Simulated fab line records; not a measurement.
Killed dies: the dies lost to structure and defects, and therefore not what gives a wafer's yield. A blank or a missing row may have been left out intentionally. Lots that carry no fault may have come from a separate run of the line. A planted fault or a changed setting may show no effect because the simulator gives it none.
Code-filled problem report in 8D (eight disciplines) form -- flow n5Finfet -- the parts of the form that need people (team, actions taken, sign-off) are left out

## 1. PROBLEM STATEMENT
barrierFieldEndpointS at N5_BEOL_M15_CMP_49 reads a mean of 13.23 s on 3 wafers of 3 lots; wafers without a fault read 11.33 s with a standard deviation of 0.28. Measured from the usual mean, that is +6.8 standard deviations.
The step: polishes, stops on SiO2, t overpolish 4.9 s, target thk 850 nm.
Seen first at day 13 19:39 on cmp-02, wafer L442.4. At this step, 31 wafers from 11 lots have a number in the record. Rule for "out", or "out of limits": more than 4 standard deviations from the usual mean. The other wafers with a number count as sound.

## 2. WHAT THIS IS AND IS NOT
question,is,is not
which readings at this step,barrierFieldEndpointS,"clearingPlatenRpm, motorCurrentA, retainingRingPressureFrac"
which lots,"L442, L444, L445","L432, L436, L437, L438, L439, L450, L452, L455"
which wafers of those lots,"L442.4, L444.4, L445.4","L442.2, L442.5, L444.5, L445.5"
read on which tools,cmp-02,"cmp-03, cmp-04"
when,from day 13 19:39,"up to then (17 sound wafers); but 11 sound wafers of L444, L445, L450, L452, L455 came after"

## 3. WHAT RULES OUT EACH SUSPECT
Counting: a tool at a process step up to the reading stays a suspect if it ran every lot that is out. Sound lots after the first of them don't rule it out here, since some wafers of a struck lot are sound.
- pvdSputter-01 at N5_BEOL_M15_SPUTTER_44 (material Ta, target thk 15 nm, time 24.19 s): kept. Ran every lot that is out, first one L442 (day 13 17:23); last sound lot up to then L438 (day 13 01:26).
- cmp-02 at N5_BEOL_M15_CMP_49 (polishes, stops on SiO2, t overpolish 4.9 s, target thk 850 nm): kept. Ran every lot that is out, first one L442 (day 13 19:39); last sound lot up to then L437 (day 12 18:47). Its own readings are out on those wafers: barrierFieldEndpointS.
Left after counting: pvdSputter-01 at N5_BEOL_M15_SPUTTER_44, cmp-02 at N5_BEOL_M15_CMP_49.

## 4. THE CAUSE (what the simulator had put in)
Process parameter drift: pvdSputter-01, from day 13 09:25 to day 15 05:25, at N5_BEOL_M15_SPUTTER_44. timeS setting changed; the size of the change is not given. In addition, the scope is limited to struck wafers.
Counting left 2 suspects, and this tool is among them.

## 5. THE EFFECT CHAIN, in route order
Rows list readings where the struck wafers' mean (over those with a number) sits beyond 3 standard deviations from the usual. Only readings for which the record gives a usual standard deviation are gone through. hours: the time from each lot's start at the first step in this table that gives one to its start at this step, as a median over the lots. sigmas: the change in usual standard deviations.
hours,step,reading,usual,on struck wafers,change,sigmas
0,N5_BEOL_M15_CMP_49,barrierFieldEndpointS,11.33 s,13.23,+1.90,+6.8
It contains these process steps:
- N5_BEOL_M15_CMP_49: polishes, stops on SiO2, t overpolish 4.9 s, target thk 850 nm.

## 6. HOW IT WOULD HAVE BEEN CAUGHT EARLIER
In this record no reading fell out of limits until day 13 19:39, 10 hours after the fault had begun at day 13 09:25.
Of the tool readings at N5_BEOL_M15_SPUTTER_44 for which the record gives a usual standard deviation, none was out on any struck wafer, so an alarm limit of 4 standard deviations on them would not have fired.
Lots out: 3; of these, L444, L445 started N5_BEOL_M15_SPUTTER_44 on pvdSputter-01 after day 13 19:39. A hold on the tool at that time would have spared those 2.
